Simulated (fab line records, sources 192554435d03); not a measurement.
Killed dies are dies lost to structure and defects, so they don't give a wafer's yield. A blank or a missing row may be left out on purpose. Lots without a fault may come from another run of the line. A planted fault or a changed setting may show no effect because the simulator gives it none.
Which tool did it? | flow n5_finfet | 11 lots, 33 wafers sampled, at 1 step of a route of 1938

WHAT THE GAUGES READ, wafer by wafer
N5_BEOL_M14_INSPECT_55: inspects for defects (darkfield). Usual: raw_defect_count 66, standard deviation 18.
lot  | measured     | on                | raw_defect_count | flag
L514 | day 11 04:07 | defect_inspect-02 | 87 70 42         |
L515 | day 11 04:23 | defect_inspect-02 | 64 60 51         |
L518 | day 12 09:32 | defect_inspect-02 | 68 54 87         |
L519 | day 12 17:02 | defect_inspect-02 | 76 78 75         |
L522 | day 13 12:55 | defect_inspect-01 | 55 52 40         |
L523 | day 14 01:19 | defect_inspect-01 | 84 113 63        |
L526 | day 14 01:55 | defect_inspect-01 | 63 37 62         |
L525 | day 14 04:36 | defect_inspect-02 | 59 52 48         |
L527 | day 14 12:31 | defect_inspect-01 | 57 60 62         |
L532 | day 15 11:28 | defect_inspect-02 | 55 76 49         |
L530 | day 15 16:16 | defect_inspect-02 | 62 71 79         |

WHICH TOOL RAN EACH LOT (tool, then ch and the chambers of the sampled wafers, then the start)
The record holds no process step before these readings.

WHAT THE TOOLS THEMSELVES READ (means of the sampled wafers that have a number; where no wafer has one, the mark that the record gives instead)
The record holds no such reading with a usual standard deviation.

THE ANSWER, worked out from the rows above alone
Rule: a lot is off if the mean of its wafers that have a number lies more than 3 standard deviations from the usual mean. A lot without any number at a reading at which 4 lots or more have one is off too. The other lots that the step has rows for count as sound. The gauges are gone through in route order, then the tools' own readings, and for those a lot's mean is taken as printed above. The first step at which some lot is off is used, and at that step the reading that is off furthest; a lot without a number counts as furthest.
No lot is off at any reading shown: from this, nothing can be told.

WHAT THE SIMULATOR HAD PUT IN
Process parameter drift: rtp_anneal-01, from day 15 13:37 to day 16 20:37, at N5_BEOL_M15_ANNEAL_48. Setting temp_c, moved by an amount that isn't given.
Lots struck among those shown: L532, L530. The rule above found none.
